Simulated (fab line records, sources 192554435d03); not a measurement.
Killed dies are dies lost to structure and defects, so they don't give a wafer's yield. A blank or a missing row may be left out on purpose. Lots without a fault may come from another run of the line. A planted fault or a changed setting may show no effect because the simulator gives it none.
Chamber matching | flow n5_finfet | N5_BEOL_M9_DESCUM_16 on rie_diel-04: 4 sister chambers
The step chemistry O2, time 7.9 s. 8 wafers are shown with their chamber, then 10 later ones without.

WAFERS WITH THEIR CHAMBER
wafer  | chamber | showerhead_plenum_p_Torr (Torr) | throttle_valve_pct (%)
L077.4 | 3       | 2.23                            | 20.61
L078.3 | 0       | 1.96                            | 20.55
L078.4 | 0       | 1.96                            | 20.54
L086.1 | 1       | 2.15                            | 20.24
L086.3 | 3       | 2.22                            | 20.63
L086.5 | 2       | 2.05                            | 20.31
L091.3 | 1       | 2.15                            | 20.28
L091.5 | 2       | 2.05                            | 20.32

WAFERS WITHOUT THEIR CHAMBER
wafer  | showerhead_plenum_p_Torr (Torr) | throttle_valve_pct (%)
L091.6 | 2.22                            | 20.65
L094.1 | 2.15                            | 20.27
L094.5 | 2.15                            | 20.27
L094.6 | 2.22                            | 20.13
L095.1 | 2.04                            | 20.34
L095.4 | 2.22                            | 20.16
L095.5 | 2.04                            | 20.35
L097.2 | 2.14                            | 20.30
L097.3 | 2.22                            | 20.16
L097.5 | 2.22                            | 20.18

WHICH CHAMBER EACH WENT THROUGH
wafer  | from the rows above | in truth
L091.6 | 3                   | 3
L094.1 | 1                   | 1
L094.5 | 1                   | 1
L094.6 | 1                   | 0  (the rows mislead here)
L095.1 | 2                   | 2
L095.4 | 1                   | 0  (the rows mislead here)
L095.5 | 2                   | 2
L097.2 | 1                   | 1
L097.3 | 1                   | 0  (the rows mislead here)
L097.5 | 1                   | 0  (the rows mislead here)
Placed correctly: 6 of 10. Can't be placed from these rows: 0. Placed wrongly: 4.
How it was worked out, from the rows above alone: a wafer's distance from a chamber is the root of the sum, over the readings, of the square of ((its reading less the chamber's mean) divided by the reading's scatter). The wafer belongs to the nearest chamber; if the next one is less than 2 further off, it can't be placed. A chamber's mean is the mean of its shown wafers. The scatter: the root of (the sum of the squares of (reading less its chamber's mean) over the shown wafers, divided by (wafers less chambers)).
